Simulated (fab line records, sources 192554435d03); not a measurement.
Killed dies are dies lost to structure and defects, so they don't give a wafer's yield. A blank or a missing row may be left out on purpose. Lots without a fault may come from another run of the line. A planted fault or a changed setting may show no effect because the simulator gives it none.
fab line records | flow n5_finfet
record lots=7 wafers=21
route steps=1938 shown BEOL_M11@1578 BEOL_M13@1659
start_h: hours from the record's first day to the start of the lot's first wafer shown | wait_h: hours since the lot's step before | " the same as in the row above | L1.1+2: a row that stands for several wafers | - no value, or no start given | * or withheld: withheld | < > ~ a bound
route shown NAME@n: a module of which the file shows steps, and the number in the route of the first | usual: mean/standard deviation of fault-free wafers | same: alike in all rows | chamber/n: place in a boat | sites: the reading at each site | _std_site: their standard deviation | _edge_site: outer sites' mean less inner sites' | radius_mm: how far each site lies from the wafer's centre | mask NAME#n: copy n | behind: the tool/chamber that last shaped the wafer | hold: why the lot was held/for how many hours/how that ended | device: the transistor (n, p or np) that didn't switch | end of line: the same wafers' tests at the end of the route | a step without rows: its recipe alone | killed: dies lost to structure and defects at the first sort, not the wafer's yield | map: a wafer's dies, x killed, . not, _ none there
set.NAME: the setting as run; set.NAME@STEP: as run at that earlier step | model.NAME: the simulator's own value behind a step, which no gauge read
lots whose settings were changed on purpose; a table a step, a row a wafer
## steps
# step N5_BEOL_M11_TRENCH_ETCH_37
# recipe chemistry=C4F6/O2 target_depth_a=1488.3 target=SiCOH_lowk time_s=48 ion_energy_ev=250 pressure_mtorr=30 source_w=345 bias_w=185 Ar_flow_sccm=300 C4F6_flow_sccm=10 O2_flow_sccm=10
# usual rf_vpp_V=669/12
# columns lot.wafer tool chamber start_h wait_h set.source_w rf_vpp_V model.BEOL_M11.feature_depth_nm model.etch.depth_nm
L074.2 rie_diel-01 0 - - 345 687 150 150
L074.3 " 3 " " 345 673 148.4 148.3
L074.6 " 0 " " 299.7 736 142.2 142.3
L075.2 rie_diel-02 1 - - 345 674 149.6 149.5
L075.3 " 3 " " 345 654 149.8 149.8
L075.6 " 1 " " 345 674 149.2 149.2
L084.1 rie_diel-02 1 - - 345 675 151.4 151.5
L084.5 " 0 " " 345 671 147 147
L084.6 " 1 " " 378 644 156.6 156.7
L087.3 rie_diel-02 1 - - 397.9 626 157.2 157.2
L087.4 " 3 " " 397.9 606 157.4 157.4
L087.6 " 1 " " 397.9 628 157.8 157.7
L085.2 rie_diel-05 2 - - 301 714 141.2 141.3
L085.4 " 1 " " 345 685 147.6 147.7
L085.6 " 3 " " 301 724 141.2 141.2
L090.2 rie_diel-01 3 - - 294.7 730 139.4 139.4
L090.3 " 1 " " 345 637 149 149
L090.5 " 3 " " 345 674 147.6 147.6
L088.1 rie_diel-02 3 - - 345 653 150.6 150.5
L088.3 " 1 " " 345 673 149.2 149.3
L088.4 " 0 " " 345 671 144.8 144.8
# step N5_BEOL_M11_ETCH_41
# recipe chemistry=CH3F/O2 target=SiCN target_depth_a=426 taper_deg=2 time_s=86 ion_energy_ev=120 mask_material=TiN pressure_mtorr=30 source_w=395 bias_w=75 Ar_flow_sccm=150 CH3F_flow_sccm=30 O2_flow_sccm=20
# step N5_BEOL_M11_STRIP_77
# recipe chemistry=N2/H2 time_s=10 power_w=450 temp_c=40 pressure_mtorr=20 rf_frequency_hz=6e+07 bias_power_w=7 n2_flow_sccm=200 h2_flow_sccm=200
# step N5_BEOL_M11_OCD_MEAS_38
# usual trench_depth_nm=148.2/2.3
# columns lot.wafer tool chamber start_h wait_h set.source_w@BEOL_M11_TRENCH_ETCH_37 trench_depth_nm
L074.2 ocd-01 - 266.96 - 345 150.3
L074.3 " - " " 345 148.4
L074.6 " - " " 299.7 142.9
L075.2 ocd-01 - 270.82 - 345 149.6
L075.3 " - " " 345 149.5
L075.6 " - " " 345 149.2
L084.1 ocd-01 - 331.43 - 345 151.1
L084.5 " - " " 345 146.5
L084.6 " - " " 378 156.3
L087.3 ocd-01 - 335.84 - 397.9 157.1
L087.4 " - " " 397.9 157.6
L087.6 " - " " 397.9 158.2
L085.2 ocd-02 - 337.56 - 301 140.9
L085.4 " - " " 345 147.9
L085.6 " - " " 301 140.8
L090.2 ocd-02 - 370.06 - 294.7 138.8
L090.3 " - " " 345 149.5
L090.5 " - " " 345 147.3
L088.1 ocd-02 - 370.11 - 345 150.7
L088.3 " - " " 345 149.5
L088.4 " - " " 345 144.8
# step N5_BEOL_M11_HM_STRIP_39
# recipe chemistry=peroxide_tin_strip material=TiN target_depth_a=250 temp_c=50 time_s=158
# step N5_BEOL_M11_SRD_40
# recipe time_s=30 temp_c=23 rinse_liquid=diw dry=ipa_marangoni
# step N5_BEOL_M11_PRECLEAN_42
# recipe chemistry=residue_remover time_s=60 temp_c=40
# step N5_BEOL_M11_SRD_43
# recipe time_s=30 temp_c=23 rinse_liquid=diw dry=ipa_marangoni
# step N5_BEOL_M11_CD_MEAS_35
# recipe target_cd_nm=70 polarity=opening
# usual cd_nm=69.8/0.78
# columns lot.wafer tool chamber start_h wait_h set.dose_mj@BEOL_M11_EXPOSE_08 cd_nm
L074.2 cd_sem-03 - 267.12 0.0 56.59 74.0
L074.3 " - " " 56.59 72.5
L074.6 " - " " 53.75 70.2
L075.2 cd_sem-03 - 270.99 0.0 53.75 69.6
L075.3 " - " " 53.75 68.7
L075.6 " - " " 53.75 69.2
L084.1 cd_sem-01 - 331.58 0.0 53.75 68.6
L084.5 " - " " 57.44 72.7
L084.6 " - " " 53.75 67.6
L087.3 cd_sem-03 - 336.00 0.0 53.75 69.7
L087.4 " - " " 53.75 70.0
L087.6 " - " " 53.75 69.4
L085.2 cd_sem-03 - 337.71 0.0 53.75 70.2
L085.4 " - " " 52.63 68.7
L085.6 " - " " 52.63 68.9
L090.2 cd_sem-02 - 370.22 0.0 50.09 66.2
L090.3 " - " " 50.09 66.1
L090.5 " - " " 53.75 69.8
L088.1 cd_sem-01 - 370.28 0.0 53.75 71.0
L088.3 " - " " 53.75 69.7
L088.4 " - " " 56.43 72.8
# step N5_BEOL_M11_CURE_72
# recipe temp_c=370 time_s=120 ambient=DMADMS/He material=SiCOH_lowk
# usual lamp_power_pct=52.32/0.052
# columns lot.wafer tool chamber start_h wait_h set.time_s lamp_power_pct
L074.2 uv_cure-01 2 267.21 0.1 120 52.34
L074.3 " 2 " " 120 52.30
L074.6 " 2 " " 120 52.41
L075.2 uv_cure-02 2 271.08 0.1 120 52.36
L075.3 " 2 " " 120 52.22
L075.6 " 2 " " 120 52.35
L084.1 uv_cure-02 0 331.62 0.0 120 52.30
L084.5 " 0 " " 133.7 51.85
L084.6 " 0 " " 120 52.27
L087.3 uv_cure-01 0 336.14 0.1 120 52.39
L087.4 " 0 " " 120 52.36
L087.6 " 0 " " 120 52.32
L085.2 uv_cure-01 0 337.81 0.1 120 52.27
L085.4 " 0 " " 140.1 51.53
L085.6 " 0 " " 120 52.30
L090.2 uv_cure-01 1 370.32 0.1 134.4 51.71
L090.3 " 1 " " 134.4 51.59
L090.5 " 1 " " 120 52.37
L088.1 uv_cure-02 1 370.32 0.0 120 52.27
L088.3 " 1 " " 120 52.28
L088.4 " 1 " " 120 52.34
# step N5_BEOL_M11_DEGAS_44
# recipe ambient=vacuum temp_c=250 time_s=60
# step N5_BEOL_M11_PRE_CLEAN_45
# recipe gas=H2/He time_s=30 temp_c=250
# step N5_BEOL_M11_ECD_50
# recipe material=Cu target_thk_a=3180
# step N5_BEOL_M11_ANNEAL_51
# recipe temp_c=225 time_s=90 ambient=N2
# step N5_BEOL_M11_CMP_52
# recipe stop_on=SiCOH_lowk t_overpolish_s=7 down_force_psi=1 platen_rpm=50 clearing_platen_down_force_psi=1.5 clearing_platen_rpm=50 post_cmp_clean=cu_alkaline target_thk_nm=140 clearing_platen_pad_velocity_m_s=0.99484 pad_velocity_m_s=0.99484
# usual barrier_field_endpoint_s=28.6/0.76
# columns lot.wafer tool chamber start_h wait_h set.time_s@BEOL_M11_PECVD_70 set.source_w@BEOL_M11_TRENCH_ETCH_37 barrier_field_endpoint_s model.Cu_of_BEOL_M11_ECD_50.thk_nm
L074.2 cmp-04 3 270.48 0.3 22.7 345 28.0 141
L074.3 " 2 " " 22.7 345 27.7 139.2
L074.6 " 0 " " 22.7 299.7 27.8 131.6
L075.2 cmp-04 0 273.57 0.2 22.7 345 27.2 140
L075.3 " 2 " " 22.7 345 28.4 140.6
L075.6 " 0 " " 22.7 345 27.5 138
L084.1 cmp-01 2 333.79 0.3 19.86 345 25.3 142.6
L084.5 " 2 " " 22.7 345 28.4 139.2
L084.6 " 3 " " 22.7 378 27.7 148
L087.3 cmp-02 2 337.96 0.2 22.7 397.9 28.6 147.8
L087.4 " 3 " " 22.7 397.9 29.2 148.6
L087.6 " 2 " " 22.7 397.9 28.6 149
L085.2 cmp-04 3 340.95 0.2 22.7 301 29.2 133.8
L085.4 " 1 " " 25.82 345 31.8 138.2
L085.6 " 3 " " 22.7 301 29.2 132.8
L090.3 cmp-02 1 372.18 0.4 24.95 345 31.8 142
L090.2 " 0 " " 22.7 294.7 29.1 131.4
L090.5 " 1 " " 22.7 345 29.9 140.2
L088.3 cmp-04 0 372.58 0.3 22.7 345 27.5 137.2
L088.1 " 1 " " 22.7 345 27.7 142.2
L088.4 " 2 " " 23.85 345 30.2 136
# step N5_BEOL_M11_THK_MEAS_53
# recipe thk_meas_gauge=xrf reads=Cu_of_BEOL_M11_ECD_50
# usual M11_THK=139.7/2.6
# columns lot.wafer tool chamber start_h wait_h set.source_w@BEOL_M11_TRENCH_ETCH_37 M11_THK[nm]
L074.2 film_metro-02 - 270.77 - 345 141.5
L074.3 " - " " 345 140.1
L074.6 " - " " 299.7 132.2
L075.2 film_metro-02 - 273.83 - 345 140.4
L075.3 " - " " 345 141.3
L075.6 " - " " 345 138.4
L084.1 film_metro-01 - 334.09 - 345 143.1
L084.5 " - " " 345 140.1
L084.6 " - " " 378 148.3
L087.3 film_metro-02 - 338.22 - 397.9 149.7
L087.4 " - " " 397.9 150.5
L087.6 " - " " 397.9 150.9
L085.2 film_metro-02 - 341.25 - 301 135.6
L085.4 " - " " 345 139.2
L085.6 " - " " 301 134.6
L090.2 film_metro-01 - 372.47 - 294.7 130.8
L090.3 " - " " 345 141.4
L090.5 " - " " 345 139.4
L088.1 film_metro-02 - 372.88 - 345 141.3
L088.3 " - " " 345 136.3
L088.4 " - " " 345 134.6
# step N5_BEOL_M11_PRE_CLEAN_55
# recipe gas=NH3 time_s=15 temp_c=withheld rf_power_w=300
# step N5_BEOL_M11_DEP_56
# recipe material=SiCN target_thk_a=300 temp_c=withheld precursor=3MS/NH3 pressure_torr=3 rf_w=675 time_s=10.5
# step N5_BEOL_M11_RS_MEAS_57
# recipe thk_meas_gauge=four-point-probe reads=Cu_of_BEOL_M11_ECD_50+Co_of_BEOL_M11_CVD_75+TaN_of_BEOL_M11_ALD_74
# usual M11_RS=0.152/0.0031
# columns lot.wafer tool chamber start_h wait_h set.source_w@BEOL_M11_TRENCH_ETCH_37 M11_RS[ohm/sq]
L074.2 film_metro-02 - 270.90 0.0 345 0.150
L074.3 " - " " 345 0.152
L074.6 " - " " 299.7 0.162
L075.2 film_metro-02 - 273.95 0.0 345 0.151
L075.3 " - " " 345 0.150
L075.6 " - " " 345 0.154
L084.1 film_metro-01 - 334.22 0.1 345 0.148
L084.5 " - " " 345 0.152
L084.6 " - " " 378 0.142
L087.3 film_metro-02 - 338.37 0.0 397.9 0.142
L087.4 " - " " 397.9 0.141
L087.6 " - " " 397.9 0.141
L085.2 film_metro-02 - 341.40 0.1 301 0.158
L085.4 " - " " 345 0.153
L085.6 " - " " 301 0.160
L090.2 film_metro-01 - 372.63 0.1 294.7 0.162
L090.3 " - " " 345 0.148
L090.5 " - " " 345 0.151
L088.1 film_metro-01 - 373.03 0.1 345 0.148
L088.3 " - " " 345 0.154
L088.4 " - " " 345 0.156
# step N5_BEOL_M13_ILD_DEP_00
# recipe material=SiOC target_thk_a=8379.2 temp_c=350 precursor=DEMS/O2 pressure_torr=5 rf_w=500 time_s=166.4
# columns lot.wafer tool chamber start_h wait_h set.time_s model.SiOC_of_BEOL_M13_ILD_DEP_00.thk_nm
L074.2 pecvd-04 1 276.20 0.0 166.4 845.4
L074.3 " 2 " " 183.9 917.6
L074.6 " 0 " " 183.9 924.2
L075.2 pecvd-02 0 280.28 0.0 166.4 835.6
L075.3 " 2 " " 166.4 832.8
L075.6 " 2 " " 166.4 849.4
L084.1 pecvd-04 0 339.11 0.0 177 880
L084.5 " 1 " " 177 898
L084.6 " 0 " " 177 894
L087.3 pecvd-02 2 344.55 0.1 166.4 840.8
L087.4 " 0 " " 166.4 834.8
L087.6 " 0 " " 178.8 907.6
L085.2 pecvd-02 0 348.01 0.0 166.4 827.2
L085.4 " 0 " " 166.4 831.8
L085.6 " 2 " " 166.4 847.8
L090.2 pecvd-02 1 378.57 0.0 166.4 835
L090.3 " 0 " " 143.1 703.4
L090.5 " 2 " " 143.1 744.6
L088.1 pecvd-01 1 379.10 0.0 183.1 930.2
L088.3 " 0 " " 166.4 843.2
L088.4 " 0 " " 183.1 947.4
# step N5_BEOL_M13_THK_MEAS_01
# recipe reads=SiOC_of_BEOL_M13_ILD_DEP_00
# usual M13_ILD_THK=836/10
# columns lot.wafer tool chamber start_h wait_h set.time_s@BEOL_M13_ILD_DEP_00 M13_ILD_THK[nm]
L074.2 film_metro-01 - 276.35 0.1 166.4 845
L074.3 " - " " 183.9 917
L074.6 " - " " 183.9 924
L075.2 film_metro-02 - 280.43 0.1 166.4 836
L075.3 " - " " 166.4 833
L075.6 " - " " 166.4 850
L084.1 film_metro-02 - 339.27 0.1 177 880
L084.5 " - " " 177 898
L084.6 " - " " 177 894
L087.3 film_metro-01 - 344.70 0.1 166.4 841
L087.4 " - " " 166.4 835
L087.6 " - " " 178.8 908
L085.2 film_metro-02 - 348.22 0.2 166.4 827
L085.4 " - " " 166.4 832
L085.6 " - " " 166.4 848
L090.2 film_metro-02 - 378.72 0.1 166.4 834
L090.3 " - " " 143.1 703
L090.5 " - " " 143.1 744
L088.1 film_metro-02 - 379.25 0.1 183.1 930
L088.3 " - " " 166.4 843
L088.4 " - " " 183.1 947
# step N5_BEOL_M13_EXPOSE_07
# recipe mask_id=V12 na=0.93 source_shape=conventional sigma_outer=0.6 polarization=unpolarized attpsm_phase_deg=180 dose_mj=24.8
# columns lot.wafer tool chamber start_h wait_h mask set.dose_mj
L074.2+3+6 krf_scanner-02 0 276.61 - V12#0 24.8
L075.2+3+6 krf_scanner-02 0 280.57 - V12#0 24.8
L084.1 krf_scanner-01 0 339.52 - V12#0 24.8
L084.5+6 " 0 " " V12#0 26.16
L087.3 krf_scanner-01 0 344.84 - V12#0 24.8
L087.4+6 " 0 " " V12#0 25.77
L085.2+4+6 krf_scanner-02 0 348.48 - V12#0 24.8
L090.2+5 krf_scanner-01 0 378.85 - V12#0 24.8
L090.3 " 0 " " V12#0 23.01
L088.1+3+4 krf_scanner-02 0 379.51 - V12#0 24.8
# step N5_BEOL_M13_PEB_08
# recipe peb_temp_c=130 peb_time_s=90
# step N5_BEOL_M13_DEVELOP_09
# recipe develop_time_s=45 rinse_liquid=diw dry=air_spin dev_temp_c=21
# step N5_BEOL_M13_HARDBAKE_14
# recipe temp_c=130 time_s=120
# step N5_BEOL_M13_CD_MEAS_10
# recipe target_cd_nm=190 landing_energy_ev=500 detector=se_inlens polarity=opening
# usual cd_nm=189.4/1.8
# columns lot.wafer tool chamber start_h wait_h set.dose_mj@BEOL_M13_EXPOSE_07 cd_nm
L074.2 cd_sem-03 0 276.79 - 24.8 192.3
L074.3 " 0 " " 24.8 193.0
L074.6 " 0 " " 24.8 192.4
L075.2 cd_sem-01 0 280.74 - 24.8 189.9
L075.3 " 0 " " 24.8 191.7
L075.6 " 0 " " 24.8 191.8
L084.1 cd_sem-03 0 339.70 - 24.8 188.0
L084.5 " 0 " " 26.16 194.7
L084.6 " 0 " " 26.16 194.0
L087.3 cd_sem-01 0 345.01 - 24.8 188.1
L087.4 " 0 " " 25.77 192.1
L087.6 " 0 " " 25.77 193.3
L085.2 cd_sem-01 0 348.64 - 24.8 189.5
L085.4 " 0 " " 24.8 189.9
L085.6 " 0 " " 24.8 191.1
L090.2 cd_sem-01 0 379.03 - 24.8 187.2
L090.3 " 0 " " 23.01 179.0
L090.5 " 0 " " 24.8 186.8
L088.1 cd_sem-03 0 379.68 - 24.8 190.6
L088.3 " 0 " " 24.8 189.5
L088.4 " 0 " " 24.8 190.5
# step N5_BEOL_M13_DESCUM_15
# recipe chemistry=O2 time_s=7.9 source_power_w=50 bias_power_w=20 pressure_mtorr=20 rf_frequency_hz=2.712e+07 temp_c=40 o2_flow_sccm=225
# step N5_BEOL_M13_ETCH_59
# recipe chemistry=N2/H2 target=BARC target_depth_a=890 overetch_a=267 time_s=67.9 ion_energy_ev=200 pressure_mtorr=30 source_w=840 bias_w=150 n2_flow_sccm=200 h2_flow_sccm=200
# step N5_BEOL_M13_VIA_ETCH_16
# recipe chemistry=C4F8/O2/Ar target=SiOC pressure_mtorr=30 source_w=3000 bias_w=700 Ar_flow_sccm=400 C4F8_flow_sccm=15 O2_flow_sccm=8 he_inner_torr=15 he_outer_torr=30 target_depth_a=9217 time_s=withheld ion_energy_ev=250 ends=cleared
# columns lot.wafer tool chamber start_h wait_h set.time_s@BEOL_M13_ILD_DEP_00 model.etch.depth_nm model.coat_of_BEOL_M13_COAT_04.thk_nm
L074.2 rie_diel-02 2 277.06 0.0 * 845.3 71.2
L074.3 " 0 " " * 917.5 49.8
L074.6 " 2 " " * 924.2 49.2
L075.2 rie_diel-01 2 280.91 0.0 * 835.5 68.4
L075.3 " 1 " " * 832.7 71.4
L075.6 " 2 " " * 849.4 64.2
L084.1 rie_diel-01 0 340.08 0.0 * 880 58.6
L084.5 " 1 " " * 898 51.6
L084.6 " 2 " " * 894.1 51.8
L087.3 rie_diel-02 3 345.18 0.0 * 840.7 68.8
L087.4 " 0 " " * 834.7 73.2
L087.6 " 2 " " * 907.5 51.6
L085.2 rie_diel-05 3 348.82 0.0 * 827.2 75.2
L085.4 " 2 " " * 831.9 73.8
L085.6 " 1 " " * 847.8 70
L090.2 rie_diel-05 1 379.20 0.0 * 835 71.8
L090.3 " 2 " " * 703.5 109
L090.5 " 0 " " * 744.5 99.4
L088.1 rie_diel-02 2 379.87 0.0 * 930.2 44.2
L088.3 " 3 " " * 843.3 64.6
L088.4 " 0 " " * 947.4 39.2
# step N5_BEOL_M13_STRIP_63
# recipe chemistry=N2/H2 power_w=1000 temp_c=250 h2_frac=0.65 overash_fraction=0.3 pressure_mtorr=1000 n2_flow_sccm=1750 h2_flow_sccm=3250
# usual strip_time_to_endpoint_s=28.1/1
# columns lot.wafer tool chamber start_h wait_h set.time_s@BEOL_M13_ILD_DEP_00 strip_time_to_endpoint_s
L074.2 plasma_asher-02 0 277.30 - 166.4 28.0
L074.3 " 1 " " 183.9 21.6
L074.6 " 0 " " 183.9 21.4
L075.2 plasma_asher-01 0 281.15 - 166.4 27.2
L075.3 " 1 " " 166.4 28.1
L075.6 " 0 " " 166.4 26.0
L084.1 plasma_asher-01 1 340.32 - 177 24.3
L084.5 " 0 " " 177 22.1
L084.6 " 1 " " 177 22.2
L087.3 plasma_asher-02 1 345.44 - 166.4 27.3
L087.4 " 0 " " 166.4 28.6
L087.6 " 1 " " 178.8 22.1
L085.2 plasma_asher-01 0 349.05 - 166.4 29.2
L085.4 " 0 " " 166.4 28.8
L085.6 " 1 " " 166.4 27.6
L090.2 plasma_asher-01 1 379.43 - 166.4 28.2
L090.3 " 0 " " 143.1 38.7
L090.5 " 0 " " 143.1 36.1
L088.1 plasma_asher-02 0 380.10 - 183.1 19.7
L088.3 " 1 " " 166.4 26.1
L088.4 " 0 " " 183.1 18.1
# step N5_BEOL_M13_STRIP_64
# recipe chemistry=N2/H2 power_w=1000 temp_c=250 h2_frac=0.65 overash_fraction=0.3 pressure_mtorr=withheld n2_flow_sccm=1750 h2_flow_sccm=3250
# step N5_BEOL_M13_STRIP_71
# recipe chemistry=post_etch_residue_remover time_s=60 temp_c=25 remover_ph=withheld remover_water_wt_pct=withheld remover_fluoride_wt_pct=withheld
# step N5_BEOL_M13_SRD_72
# recipe time_s=30 temp_c=23 rinse_liquid=diw dry=n2_spin spin_rpm=1500 dry_time_s=30
# step N5_BEOL_M13_CD_MEAS_17
# recipe target_cd_nm=190 polarity=opening
# usual cd_nm=189.7/2.1
# columns lot.wafer tool chamber start_h wait_h set.dose_mj@BEOL_M13_EXPOSE_07 cd_nm
L074.2 cd_sem-03 - 277.51 0.0 24.8 191.0
L074.3 " - " " 24.8 194.1
L074.6 " - " " 24.8 191.5
L075.2 cd_sem-02 - 281.36 0.0 24.8 190.7
L075.3 " - " " 24.8 192.3
L075.6 " - " " 24.8 192.4
L084.1 cd_sem-01 - 340.61 0.0 24.8 189.5
L084.5 " - " " 26.16 196.8
L084.6 " - " " 26.16 196.1
L087.3 cd_sem-02 - 345.67 0.0 24.8 188.3
L087.4 " - " " 25.77 191.1
L087.6 " - " " 25.77 194.1
L085.2 cd_sem-03 - 349.27 0.0 24.8 190.8
L085.4 " - " " 24.8 191.5
L085.6 " - " " 24.8 191.9
L090.2 cd_sem-02 - 379.64 0.0 24.8 187.2
L090.3 " - " " 23.01 180.0
L090.5 " - " " 24.8 186.6
L088.1 cd_sem-02 - 380.31 0.0 24.8 190.4
L088.3 " - " " 24.8 189.7
L088.4 " - " " 24.8 189.1
## key
split step=N5_BEOL_M11_TRENCH_ETCH_37 setting=source_w stated=345 by=wafer
response step=N5_BEOL_M11_TRENCH_ETCH_37 reading=rf_vpp_V change=-3.97 per=1% r=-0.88
response step=N5_BEOL_M11_TRENCH_ETCH_37 reading=model.BEOL_M11.feature_depth_nm change=+0.585 per=1% r=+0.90
response step=N5_BEOL_M11_TRENCH_ETCH_37 reading=model.etch.depth_nm change=+0.585 per=1% r=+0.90
response step=N5_BEOL_M11_OCD_MEAS_38 reading=trench_depth_nm change=+0.607 per=1% r=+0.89
response step=N5_BEOL_M11_CMP_52 reading=model.Cu_of_BEOL_M11_ECD_50.thk_nm change=+0.6 per=1% r=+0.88
response step=N5_BEOL_M11_THK_MEAS_53 reading=M11_THK change=+0.578 per=1% r=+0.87
response step=N5_BEOL_M11_RS_MEAS_57 reading=M11_RS change=-0.000752 per=1% r=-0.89
split step=N5_BEOL_M11_CURE_72 setting=time_s stated=120 by=wafer
response step=N5_BEOL_M11_CURE_72 reading=lamp_power_pct change=* per=1% r=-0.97
split step=N5_BEOL_M13_ILD_DEP_00 setting=time_s stated=166.4 by=wafer
response step=N5_BEOL_M13_ILD_DEP_00 reading=model.SiOC_of_BEOL_M13_ILD_DEP_00.thk_nm change=+8.27 per=1% r=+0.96
response step=N5_BEOL_M13_THK_MEAS_01 reading=M13_ILD_THK change=+8.27 per=1% r=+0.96
response step=N5_BEOL_M13_VIA_ETCH_16 reading=model.etch.depth_nm change=+8.27 per=1% r=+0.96
response step=N5_BEOL_M13_VIA_ETCH_16 reading=model.coat_of_BEOL_M13_COAT_04.thk_nm change=-2.28 per=1% r=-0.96
response step=N5_BEOL_M13_STRIP_63 reading=strip_time_to_endpoint_s change=* per=1% r=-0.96
split step=N5_BEOL_M13_EXPOSE_07 setting=dose_mj stated=24.8 by=wafer
response step=N5_BEOL_M13_CD_MEAS_10 reading=cd_nm change=+1.13 per=1% r=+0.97
response step=N5_BEOL_M13_CD_MEAS_17 reading=cd_nm change=+1.07 per=1% r=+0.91
split outside_this_file step=N5_BEOL_M11_PECVD_70 setting=time_s
split outside_this_file step=N5_BEOL_M11_EXPOSE_08 setting=dose_mj
# split outside_this_file: this setting was split too, and the file shows its column; the key of that split is in another file
